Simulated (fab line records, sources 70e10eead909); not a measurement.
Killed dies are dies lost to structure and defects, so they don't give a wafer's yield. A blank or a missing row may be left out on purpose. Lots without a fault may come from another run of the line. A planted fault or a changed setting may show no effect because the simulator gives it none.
Problem report in the 8D (eight disciplines) form, filled by code | flow nand_harc | the parts of the form that need people (team, actions taken, sign-off) are left out

1. THE PROBLEM
raw_defect_count at NHARC_A_WL_FILL_INSPECT_15 reads a mean of 2534 on 6 wafers of 2 lots; wafers without a fault read 479 with a standard deviation of 130. That is +16 standard deviations from the usual mean.
First seen on wafer L857.1, day 23 15:58, on defect_inspect-01. The record holds 33 wafers of 11 lots with a number at this step. Rule for "out", or "out of limits": more than 4 standard deviations from the usual mean. The other wafers with a number count as sound.

2. WHAT IT IS AND WHAT IT IS NOT
question                    | is                     | is not
which readings at this step | raw_defect_count       | -
which lots                  | L857, L858             | L853, L866, L867, L868, L869, L870, L871, L872, L873
which wafers of those lots  | all that have a number | -
read on which gauges        | defect_inspect-01      | defect_inspect-02
when                        | from day 23 15:58      | up to then (3 sound wafers); but 24 sound wafers of L866, L867, L868, L869, L870, L871, L872, L873 came after

3. SUSPECTS, AND WHAT RULES EACH OUT
Counting: a tool at a process step up to the reading stays a suspect if it ran every lot that is out and no sound lot after the first of them.
- the gauge at NHARC_A_WL_FILL_INSPECT_15: ruled out. All the wafers that are out were read on defect_inspect-01, but those of them that NHARC_END_SORT_01 has rows for are out there too, on other tools.
- har_etch-01 at NHARC_A_SLIT_ETCH_26 (etches the open film in C4F8/O2/Ar, time 90 s, target depth 400 nm): ruled out as a lasting fault. Sound lots L868, L870, L873 ran on it after its first lot that is out, L857 (day 22 13:53).
- ald_hk-04 at NHARC_A_WL_FILL_ALD_10 (deposits SiO2, target thk 50 nm, pulse time 10 s, ald cycles 500): ruled out as a lasting fault. Sound lots L868, L870, L871 ran on it after its first lot that is out, L857 (day 23 05:17).
- cmp-03 at NHARC_A_WL_FILL_CMP_12 (polishes, t overpolish 30 s, target thk 100 nm): ruled out as a lasting fault. Sound lots L866, L870 ran on it after its first lot that is out, L857 (day 23 15:31).
Left after counting: nothing in the record.

4. THE CAUSE (what the simulator had put in)
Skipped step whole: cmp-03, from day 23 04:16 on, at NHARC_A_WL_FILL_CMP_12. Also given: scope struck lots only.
Counting ruled it out, wrongly: the rule takes a fault to strike every lot that its tool runs from its start on, and this one did not.

5. THE CHAIN OF EFFECTS, in route order
Each row: a reading whose mean over the struck wafers that have a number lies more than 3 standard deviations from the usual. Only readings for which the record gives a usual standard deviation are gone through. hours: the time from each lot's start at the first step in this table that gives one to its start at this step, as a median over the lots. sigmas: the change in usual standard deviations.
hours | step                       | reading          | usual | on struck wafers | change | sigmas
0     | NHARC_A_WL_FILL_INSPECT_15 | raw_defect_count | 479   | 2534             | +2054  | +16
79    | NHARC_END_SORT_01          | killed_at_array  | 62    | 673              | +611   | +34
79    | NHARC_END_SORT_01          | killed_dies      | 67    | 677              | +610   | +36
Readings that are blank on the struck wafers while sound wafers have them: edge_zone_pressure_frac at NHARC_A_WL_FILL_CMP_12; motor_current_A at NHARC_A_WL_FILL_CMP_12; overpolish_run_s at NHARC_A_WL_FILL_CMP_12; time_to_endpoint_s at NHARC_A_WL_FILL_CMP_12.

6. WHAT WOULD HAVE CAUGHT IT SOONER
In this record the first reading out of limits at a measuring or inspecting step was taken at day 23 15:58, 12 hours after the fault began at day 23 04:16.
At NHARC_A_WL_FILL_CMP_12 the tool's readings are blank on the struck wafers, where sound wafers have them: an empty tool record is the first sign, and it was there at once.
